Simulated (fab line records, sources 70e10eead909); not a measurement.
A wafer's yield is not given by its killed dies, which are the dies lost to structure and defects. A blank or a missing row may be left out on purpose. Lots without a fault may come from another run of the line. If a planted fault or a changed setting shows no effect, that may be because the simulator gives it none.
Which tool did it? | flow nand harc | 36 wafers from 12 lots sampled at 5 of the route's 1302 steps

## WHAT THE GAUGES SHOWED, per wafer
NHARC_A_CHANNEL_FILL_D1_INSPECT_13.
lot  | measured     | on                | raw defect count
L869 | day 10 19:35 | defect inspect-01 | 230 209 185
L870 | day 11 04:38 | defect inspect-01 | 358 336 256
L871 | day 11 19:05 | defect inspect-01 | 318 283 553
L872 | day 12 02:10 | defect inspect-02 | 295 252 298
L873 | day 12 02:10 | defect inspect-01 | 371 455 369
L874 | day 12 16:43 | defect inspect-01 | 202 345 379
L880 | day 15 07:13 | defect inspect-01 | 238 352 239
L883 | day 17 04:10 | defect inspect-01 | 332 499 328
L888 | day 18 23:29 | defect inspect-02 | 559 428 543
L889 | day 18 23:31 | defect inspect-01 | 172 335 277
L890 | day 19 19:17 | defect inspect-02 | 467 337 611
L892 | day 20 05:07 | defect inspect-01 | 201 188 325

NHARC_A_DECK1_JOINT_THK_MEAS_17: measures by ellipsometry.
lot  | measured     | on            | thk nm (nm)
L869 | day 12 06:55 | film metro-02 | 44.6 42.6 44.7
L870 | day 12 16:42 | film metro-02 | 45.4 45.0 45.7
L871 | day 13 06:35 | film metro-01 | 45.2 44.1 46.6
L872 | day 14 00:18 | film metro-01 | 43.2 43.9 45.9
L873 | day 14 00:19 | film metro-02 | 45.0 45.2 44.8
L874 | day 14 10:08 | film metro-01 | 44.6 46.3 43.8
L880 | day 16 18:52 | film metro-01 | 32.8 29.3 44.8
L883 | day 18 21:02 | film metro-01 | 45.3 45.5 45.5
L888 | day 20 09:32 | film metro-01 | 43.6 43.4 45.4
L889 | day 20 09:41 | film metro-01 | 42.6 45.6 42.4
L890 | day 21 04:37 | film metro-01 | 45.0 45.4 45.8
L892 | day 21 14:46 | film metro-01 | 47.2 46.6 44.7

## WHICH TOOL RAN EACH LOT (tool, then ch and the chambers of the sampled wafers, then the start)
lot  | NHARC_A_CHANNEL_FILL_D1_ETCHBACK_20 | NHARC_A_CHANNEL_FILL_D1_ETCHBACK_08           | NHARC_A_DECK1_JOINT_DEP_16
L869 | rie diel-13 ch 1,2, day 9 20:01     | rie diel-10 ch 0,2,3, day 10 19:35 or earlier | pecvd-04 ch 0,1,2, day 12 06:41
L870 | rie diel-06 ch 0,1, day 10 01:34    | rie diel-06 ch 0,1,3, day 11 04:38 or earlier | pecvd-01 ch 0,1,2, day 12 16:25
L871 | rie diel-06 ch 0,1,3, day 10 19:09  | rie diel-06 ch 1,2,3, day 11 19:05 or earlier | pecvd-01 ch 0,1,2, day 13 06:19
L872 | rie diel-06 ch 0,1, day 11 02:28    | rie diel-06 ch 1,2, day 12 02:10 or earlier   | pecvd-04 ch 0,1, day 14 00:04
L873 | rie diel-10 ch 1,2, day 11 02:28    | rie diel-13 ch 1,3, day 12 02:10 or earlier   | pecvd-02 ch 0,1,2, day 14 00:02
L874 | rie diel-06 ch 0,1,3, day 11 16:49  | rie diel-06 ch 0,2,3, day 12 16:43 or earlier | pecvd-02 ch 0,2, day 14 09:51
L880 | rie diel-06 ch 0,1,3, day 14 07:20  | rie diel-10 ch 0,1,2, day 15 07:13 or earlier | pecvd-04 ch 1,2, day 16 18:35
L883 | rie diel-06 ch 0,2,3, day 16 04:16  | rie diel-13 ch 0,3, day 17 04:10 or earlier   | pecvd-02 ch 1,2, day 18 20:46
L888 | rie diel-06 ch 0,1, day 18 00:00    | rie diel-06 ch 0,1, day 18 23:29 or earlier   | pecvd-01 ch 0,1, day 20 09:16
L889 | rie diel-10 ch 1,2, day 18 00:00    | rie diel-13 ch 0,1,3, day 18 23:31 or earlier | pecvd-02 ch 0, day 20 09:22
L890 | rie diel-06 ch 0,2,3, day 18 19:10  | rie diel-06 ch 1,2,3, day 19 19:17 or earlier | pecvd-02 ch 1,2, day 21 04:20
L892 | rie diel-13 ch 0,2,3, day 19 05:22  | rie diel-10 ch 0,1,2, day 20 05:07 or earlier | pecvd-02 ch 0,1,2, day 21 14:33
- NHARC_A_CHANNEL_FILL_D1_ETCHBACK_20: etches the open film in C4F8/O2/Ar, target depth 27 nm, time 13.5 s.
- NHARC_A_CHANNEL_FILL_D1_ETCHBACK_08: etches the open film in C4F8, target depth 220 nm, time 110 s.
- NHARC_A_DECK1_JOINT_DEP_16: deposits SiO2, target thk 45 nm.

## WHAT THE TOOLS THEMSELVES READ (means of the sampled wafers that have a number; where no wafer has one, the mark that the record gives instead)
NHARC_A_CHANNEL_FILL_D1_ETCHBACK_20.
lot  | tool        | oes product au (a.u.) | rf fwd power W (W) | rf vpp V (V)
L869 | rie diel-13 | 1.00                  | 586.8              | 984
L870 | rie diel-06 | 0.97                  | 587.3              | 981
L871 | rie diel-06 | 0.93                  | 585.8              | 983
L872 | rie diel-06 | 0.99                  | 589.0              | 982
L873 | rie diel-10 | 0.92                  | 590.8              | 973
L874 | rie diel-06 | 1.00                  | 587.1              | 983
L880 | rie diel-06 | 1.00                  | 585.3              | 983
L883 | rie diel-06 | 1.01                  | 587.0              | 981
L888 | rie diel-06 | 0.92                  | 582.9              | 983
L889 | rie diel-10 | 1.00                  | 590.2              | 974
L890 | rie diel-06 | 0.93                  | 587.7              | 980
L892 | rie diel-13 | 0.99                  | 583.6              | 980

NHARC_A_CHANNEL_FILL_D1_ETCHBACK_08.
lot  | tool        | oes product au (a.u.) | rf fwd power W (W) | rf vpp V (V)
L869 | rie diel-10 | 0.92                  | 596.4              | 440.4
L870 | rie diel-06 | 0.93                  | 595.2              | 443.9
L871 | rie diel-06 | 0.93                  | 597.2              | 442.8
L872 | rie diel-06 | 0.92                  | 592.9              | 443.6
L873 | rie diel-13 | 0.91                  | 594.9              | 443.5
L874 | rie diel-06 | 0.93                  | 596.7              | 442.6
L880 | rie diel-10 | 1.00                  | 597.4              | 441.0
L883 | rie diel-13 | 0.97                  | 593.4              | 442.3
L888 | rie diel-06 | 0.93                  | 595.5              | 442.4
L889 | rie diel-13 | 0.94                  | 597.1              | 441.7
L890 | rie diel-06 | 0.92                  | 596.4              | 442.8
L892 | rie diel-10 | 0.93                  | 596.6              | 440.9

NHARC_A_DECK1_JOINT_DEP_16.
lot  | tool     | heater power w (W) | rf fwd power W (W) | throttle valve pct (%)
L869 | pecvd-04 | 598                | 893.7              | 16.3
L870 | pecvd-01 | 536                | 898.9              | 16.1
L871 | pecvd-01 | 531                | 894.8              | 16.1
L872 | pecvd-04 | 671                | 892.3              | 16.1
L873 | pecvd-02 | 558                | 896.6              | 15.9
L874 | pecvd-02 | 547                | 896.7              | 16.1
L880 | pecvd-04 | 678                | 894.5              | 16.6
L883 | pecvd-02 | 567                | 894.0              | 15.8
L888 | pecvd-01 | 543                | 896.5              | 16.4
L889 | pecvd-02 | 399                | 897.0              | 16.0
L890 | pecvd-02 | 632                | 895.2              | 15.7
L892 | pecvd-02 | 565                | 897.1              | 16.0

## THE ANSWER, worked out from the rows above alone
Rule: usual is defined by the lots themselves. The widest of any qualifying gaps counts: lots, ordered by their means at a reading, are off when they make up no more than a third of the lots, leave a main group of 4 or more, and stand apart from it by 3 or more times the standard deviation of that group's means. If all means in a main group match to the digits the tables above print for the reading, that group is not used. Also off: a lot with no number at a reading for which 4 or more lots have one. Where the step has rows for the other lots, those lots are counted as sound. First the gauges in route order, then the tools' own readings, where a lot's mean is used as printed above. At the first step where some lot is off, the reading lying furthest off is the one used; lots without a number count as furthest.
Off: L880, at NHARC_A_DECK1_JOINT_THK_MEAS_17 (thk nm). Main group: mean 44.9 nm, sd 0.75.
If a tool, at a process step before that reading, ran all the lots that are off and no sound lot after the first of them, it fits. The gauges at NHARC_A_DECK1_JOINT_THK_MEAS_17 aren't tried: what is off there is off at NHARC_A_CHANNEL_FILL_D1_ETCHBACK_08 too, on other tools, and a gauge's error can't cause that. NHARC_A_CHANNEL_FILL_D1_ETCHBACK_08: start missing for some lots; hours and lot order therefore follow NHARC_A_CHANNEL_FILL_D1_INSPECT_13. One fits: pecvd-04 at NHARC_A_DECK1_JOINT_DEP_16. A fault onset in the window from L872 (day 14 00:04, its last sound lot) to L880 (day 16 18:35, its first lot off) fits.

## WHAT THE SIMULATOR PUT IN
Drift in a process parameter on pecvd-04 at NHARC_A_DECK1_JOINT_DEP_16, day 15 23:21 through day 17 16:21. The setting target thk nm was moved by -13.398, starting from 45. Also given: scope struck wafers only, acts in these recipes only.
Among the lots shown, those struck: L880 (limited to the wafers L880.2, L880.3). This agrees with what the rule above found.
